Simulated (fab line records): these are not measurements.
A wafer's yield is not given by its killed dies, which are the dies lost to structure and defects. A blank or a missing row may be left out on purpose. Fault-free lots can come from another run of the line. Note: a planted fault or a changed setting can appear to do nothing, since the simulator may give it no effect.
What tool caused it? | flow nand_harc | 6 lots, 18 wafers sampled, at 4 steps of a route of 1159

== WHAT EACH GAUGE READ, for each wafer ==
NHARC_THIN_TSV_CD_MEAS_16.
lot  | measured     | on        | cd_nm (nm)
L623 | day 24 09:57 | cd_sem-02 | 998.4 1001.8 1000.3
L628 | day 25 01:55 | cd_sem-03 | 1000.3 1000.2 996.8
L634 | day 25 04:52 | cd_sem-01 | 1000.6 998.5 1002.7
L638 | day 26 10:20 | cd_sem-03 | 998.7 1001.9 999.4
L641 | day 26 13:20 | cd_sem-03 | 1001.1 1000.4 998.9
L644 | day 27 13:28 | cd_sem-02 | 1001.0 1001.1 1002.6

== WHAT TOOL EACH LOT RAN ON (gives the tool, then ch and the chambers of the sampled wafers, and finally the start) ==
lot  | NHARC_HYBRID_BOND_ACTIVATE_00      | NHARC_THIN_TSV_DEP_43           | NHARC_THIN_TSV_ETCH_44
L623 | rie_diel-01 ch 0,3, day 23 20:02   | pecvd-03 ch 0,1, day 24 08:08   | rie_diel-03 ch 0,1, day 24 09:14
L628 | rie_diel-11 ch 0,1, day 24 09:02   | pecvd-04 ch 0,1, day 25 00:07   | rie_diel-12 ch 0,2, day 25 01:15
L634 | rie_diel-11 ch 0,2, day 24 15:20   | pecvd-01 ch 0,1,2, day 25 03:07 | rie_diel-12 ch 1,2, day 25 04:09
L638 | rie_diel-01 ch 1,2,3, day 25 18:48 | pecvd-03 ch 0,1,2, day 26 08:39 | rie_diel-12 ch 0,3, day 26 09:37
L641 | rie_diel-01 ch 1,2, day 25 23:28   | pecvd-04 ch 0,1,2, day 26 11:14 | rie_diel-03 ch 1,2, day 26 12:37
L644 | rie_diel-01 ch 1,2, day 27 00:01   | pecvd-01 ch 0,1, day 27 11:44   | rie_diel-03 ch 0,2,3, day 27 12:49
- NHARC_HYBRID_BOND_ACTIVATE_00: chemistry N2, time 60 s.
- NHARC_THIN_TSV_DEP_43: deposits SiO2, target thk 1328.5 nm.
- NHARC_THIN_TSV_ETCH_44: etches the open film in CF4/O2, target depth 1594.2 nm, time 797.1 s.

== THE ANSWER, worked out from the rows above alone ==
Rule: what is usual is taken from the lots themselves. Put in order of their means at a reading, lots are off if they are a third of the lots or fewer, leave a main group of 4 or more, and stand apart from it by a gap of 3 or more times the standard deviation of the main group's means; of several such gaps the widest counts. A main group whose means are all the same, to the digits that the tables above print for the reading, isn't used. A lot without any number at a reading at which 4 lots or more have one is off too. Where the step has rows for the other lots, those lots are counted as sound.
None of the lots is off at any reading shown; this tells nothing.

== WHAT HAD BEEN PUT IN BY THE SIMULATOR ==
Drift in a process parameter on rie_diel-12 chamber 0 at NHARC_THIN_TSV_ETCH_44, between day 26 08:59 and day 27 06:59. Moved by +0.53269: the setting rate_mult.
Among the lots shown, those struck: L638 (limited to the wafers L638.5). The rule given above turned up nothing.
